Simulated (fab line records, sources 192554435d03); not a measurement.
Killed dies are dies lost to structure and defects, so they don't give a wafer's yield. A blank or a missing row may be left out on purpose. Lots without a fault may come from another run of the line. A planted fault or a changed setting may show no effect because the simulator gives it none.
Split-lot experiment | flow n5_finfet | 7 lots, 21 wafers read, on a route of 1938 steps

THE SPLIT
At N5_BEOL_M0_CUTY_COAT_51 (resist thk 150 nm), the setting spin_rpm was moved away from the recipe's 1500 rpm on 7 of the 21 wafers read, by +3.1% to +11.2%. The other wafers ran this setting at the recipe's value.

The reading is taken at the split's own step.

THE READING
CAR-ArF-block_of_BEOL_M0_CUTY_COAT_51.thk_nm (the simulator's own value, which no gauge read), in nm, at N5_BEOL_M0_CUTY_COAT_51 (resist thk 150 nm). The file gives no usual value for it. The 14 wafers here that ran the recipe average 149.8 nm, standard deviation 0.4 nm.

wafer  | tool, chamber at the split | spin_rpm as run, rpm | against the recipe | CAR-ArF-block_of_BEOL_M0_CUTY_COAT_51.thk_nm, nm | against lot-mates on the recipe
L074.2 | litho_track-02, 0          | 1500                 | recipe             | 149.6                                            | -
L074.5 | litho_track-02, 0          | 1500                 | recipe             | 149.2                                            | -
L074.6 | litho_track-02, 0          | 1500                 | recipe             | 149.4                                            | -
L076.2 | litho_track-01, 0          | 1500                 | recipe             | 150.4                                            | -
L076.5 | litho_track-01, 0          | 1500                 | recipe             | 150.4                                            | -
L076.3 | litho_track-01, 0          | 1500                 | recipe             | 150.2                                            | -
L082.1 | litho_track-05, 0          | 1500                 | recipe             | 149.8                                            | -
L082.3 | litho_track-05, 0          | 1668                 | +11.2%             | 141.8                                            | -8.0
L082.6 | litho_track-05, 0          | 1668                 | +11.2%             | 142.4                                            | -7.4
L083.1 | litho_track-02, 0          | 1500                 | recipe             | 150                                              | -
L083.2 | litho_track-02, 0          | 1500                 | recipe             | 149.4                                            | -
L083.6 | litho_track-02, 0          | 1500                 | recipe             | 149.2                                            | -
L084.1 | litho_track-02, 0          | 1500                 | recipe             | 149.8                                            | -
L084.5 | litho_track-02, 0          | 1647                 | +9.8%              | 143.2                                            | -6.6
L084.6 | litho_track-02, 0          | 1647                 | +9.8%              | 143.4                                            | -6.4
L085.2 | litho_track-05, 0          | 1500                 | recipe             | 150                                              | -
L085.3 | litho_track-05, 0          | 1568                 | +4.5%              | 146.2                                            | -3.7
L085.6 | litho_track-05, 0          | 1500                 | recipe             | 149.8                                            | -
L086.1 | litho_track-01, 0          | 1546                 | +3.1%              | 148.2                                            | -2.0
L086.2 | litho_track-01, 0          | 1500                 | recipe             | 150.2                                            | -
L086.3 | litho_track-01, 0          | 1546                 | +3.1%              | 147.8                                            | -2.4

THE FIT
A straight line over all 21 wafers: CAR-ArF-block_of_BEOL_M0_CUTY_COAT_51.thk_nm changes by -0.681 nm for each +1% of spin_rpm; r = -0.99; the points scatter about the line by 0.4 nm.
The same after taking each lot's own level away (the mean of its wafers on the recipe; 21 wafers): -0.681 nm for each +1%; r = -1.00; scatter 0.25 nm.
On that fit, the largest move of spin_rpm shifts the reading by 7.6 nm.
The lots' own levels span 149.40 to 150.33 nm, that is 2.4 times the standard deviation above.
So the lot-to-lot level changes the slope little: the two slopes agree.
Check: with one of the wafers moved furthest among these (+11.2%) left out of the fit, the line predicts -7.54 nm for it against its lot-mates. It came out at -8 nm against them.

OTHER SPLITS ON THESE WAFERS
These wafers also went through other splits before the reading. Each is held against what the fit with the lots' levels taken away leaves over:
other split on the same wafers        | wafers away from the commonest value | r with CAR-ArF-block_of_BEOL_M0_CUTY_COAT_51.thk_nm (lot level and that fit taken away)
N5_SD_EPI_N_DEVELOP_08 develop_time_s | 9                                    | -0.14
N5_SDB_ALD_29 ald_cycles              | 7                                    | -0.25
N5_HKMG_FIN_PEB_10 peb_time_s         | 4                                    | -0.34
N5_HKMG_FIN_ETCH_35 source_w          | 7                                    | +0.06
N5_MOL_CONTACT_COAG_COAT_64 spin_rpm  | 7                                    | +0.32
N5_BEOL_M0_SAQP_PECVD_97 time_s       | 10                                   | +0.12

THE FILE'S OWN FIT
CAR-ArF-block_of_BEOL_M0_CUTY_COAT_51.thk_nm changes by -0.69 nm for each +1% of spin_rpm, r = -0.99.
